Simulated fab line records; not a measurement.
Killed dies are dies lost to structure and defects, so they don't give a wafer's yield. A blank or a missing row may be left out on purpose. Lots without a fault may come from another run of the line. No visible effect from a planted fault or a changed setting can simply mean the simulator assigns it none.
Chamber matching + flow n5_finfet + N5_HKMG_FIN_ALD_71 on ald_metal-02: 4 sister chambers
The step deposits TiN, target thk 1 nm, pulse time 1 s, purge time 3 s. 8 wafers are shown with their chamber, then 8 later ones without.

WAFERS, EACH WITH ITS CHAMBER
| wafer  | chamber | heater_power_w (W) | precursor_pulse_height_rel |
|--------|---------|--------------------|----------------------------|
| L078.5 | 2       | 942                | 0.998                      |
| L080.6 | 3       | 869                | 1.006                      |
| L084.1 | 2       | 914                | 1.011                      |
| L084.2 | 1       | 705                | 1.024                      |
| L084.3 | 3       | 857                | 1.017                      |
| L084.5 | 0       | 993                | 0.970                      |
| L084.6 | 1       | 702                | 1.036                      |
| L085.2 | 0       | 982                | 0.983                      |

WAFERS MISSING THEIR CHAMBER
| wafer  | heater_power_w (W) | precursor_pulse_height_rel |
|--------|--------------------|----------------------------|
| L085.3 | 698                | 1.001                      |
| L085.6 | 881                | 0.987                      |
| L086.2 | 912                | 0.999                      |
| L086.4 | 849                | 0.984                      |
| L086.5 | 703                | 1.011                      |
| L089.2 | 890                | 0.967                      |
| L089.5 | 994                | 0.988                      |
| L089.6 | 700                | 0.989                      |

WHICH CHAMBER EACH WENT THROUGH
| wafer  | from the rows above     | in truth |
|--------|-------------------------|----------|
| L085.3 | 1                       | 1        |
| L085.6 | can't be placed: 3 or 2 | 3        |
| L086.2 | 2                       | 2        |
| L086.4 | 3                       | 3        |
| L086.5 | 1                       | 1        |
| L089.2 | can't be placed: 2 or 3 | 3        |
| L089.5 | 0                       | 0        |
| L089.6 | 1                       | 1        |
Correct placement for 6 of the 8. Unplaceable from these rows: 2, with the true chamber sitting among the candidates in 2. Wrongly placed: 0.
How it was worked out, from the rows above alone: a wafer's distance from a chamber is the root of the sum, over the readings, of the square of ((its reading less the chamber's mean) divided by the reading's scatter). The wafer belongs to the nearest chamber; if the next one is less than 2 further off, it can't be placed. Each chamber's mean is taken over the wafers shown for it. The scatter: the root of (the sum of the squares of (reading less its chamber's mean) over the shown wafers, divided by (wafers less chambers)).
